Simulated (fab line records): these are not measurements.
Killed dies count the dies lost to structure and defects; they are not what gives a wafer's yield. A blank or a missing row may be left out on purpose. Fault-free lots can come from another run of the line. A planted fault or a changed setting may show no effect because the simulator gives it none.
Struck lot and sound lot, side by side / flow nand_harc / 15 steps out of a route of 1159
Sound: these wafers, L145.2, L145.3, L145.4. Struck: wafers L149.4, L149.6. (L149.2 of the same lot was not struck and is left out.) The cause comes at the end.
At each step with rows: each side's tool, then ch and its chambers, then its first start. Under that, the readings that differ: sound wafers / struck wafers / difference of the means / sigmas: that difference in standard deviations of wafers without a fault.
alike: same words and numbers on both sides, and readings whose means sit less than 2 such deviations apart. not compared: any withheld reading, any reading some wafer has no value for, any bound like >300 that may hide the same value, and any number with overlapping values for which the record gives no deviation.
A row with sigmas, a row that says differs or no value, or rows on one side alone: a step with any of these is where the two part. Numbers that have no deviation but don't overlap get no sigmas and don't part them. Lack of a reading on every wafer of one side parts them only where that side has two or more wafers.

first, 1 step without rows for these wafers: NHARC_A_ONON_D1_DEP_03 (target thk 1000 nm).
NHARC_A_ONON_D1_THK_MEAS_05: measures by ellipsometry.
  struck on film_metro-02, day 9 19:18; sound on film_metro-02, day 8 23:47
  alike: thk_nm
next comes 1 step that has no rows for these wafers: NHARC_A_ONON_D1_DEP_06 (target thickness 1000 nm).
NHARC_A_ONON_D1_THK_MEAS_08: measures by ellipsometry.
  struck on film_metro-01, day 9 19:52; sound on film_metro-01, day 9 00:22
  alike: thk_nm
next comes 1 step that has no rows for these wafers: NHARC_A_ONON_D1_DEP_09 (target thickness 1000 nm).
NHARC_A_ONON_D1_THK_MEAS_11: measures by ellipsometry.
  struck on film_metro-02, day 9 20:26; sound on film_metro-02, day 9 00:55
reading=thk_nm (nm); sound=1012 1012 1010; struck=990 990; difference=-21; sigmas=-3
next comes 1 step that has no rows for these wafers: NHARC_A_ONON_D1_DEP_12 (target thickness 1000 nm).
NHARC_A_ONON_D1_THK_MEAS_14: measures by ellipsometry.
  struck on film_metro-02, day 9 21:00; sound on film_metro-02, day 9 01:29
reading=thk_nm (nm); sound=1010 1008 1007; struck=986 986; difference=-22; sigmas=-2
then, 2 steps without rows for these wafers: NHARC_A_ONON_D1_ANNEAL_15 (time 3600 s); NHARC_A_ONON_D1_DEP_16 (target thk 1000 nm).
NHARC_A_ONON_D1_THK_MEAS_18: measures by ellipsometry.
  struck on film_metro-02, day 10 06:20; sound on film_metro-01, day 9 08:35
  alike: thk_nm
NHARC_A_ONON_D1_DEP_19: target thk 1000 nm.
  sound on pecvd_onon-03 ch 0, day 9 08:43; struck on pecvd_onon-03 ch 0, day 10 06:26
NHARC_A_ONON_D1_THK_MEAS_21: measures by ellipsometry.
  struck on film_metro-01, day 10 06:54; sound on film_metro-02, day 9 09:10
reading=thk_nm (nm); sound=983 984 983; struck=667 666; difference=-317; sigmas=-35
next comes 1 step that has no rows for these wafers: NHARC_A_ONON_D1_DEP_22 (target thickness 1000 nm).
-- the record jumps here: 12 days lie between the struck wafers' starts before and after (it left off in module A_ONON_D1 and takes up again in module END, whose first step shown is number 1159 of the route) --
NHARC_END_SORT_01:
  the record has rows for the struck wafers here (prober-02 ch 0, day 22 04:00) and none for the sound ones

== WHERE THEY PART ==
At NHARC_A_ONON_D1_THK_MEAS_11 first; at NHARC_END_SORT_01 last (within this record only).

WHY: whatever the simulator had introduced
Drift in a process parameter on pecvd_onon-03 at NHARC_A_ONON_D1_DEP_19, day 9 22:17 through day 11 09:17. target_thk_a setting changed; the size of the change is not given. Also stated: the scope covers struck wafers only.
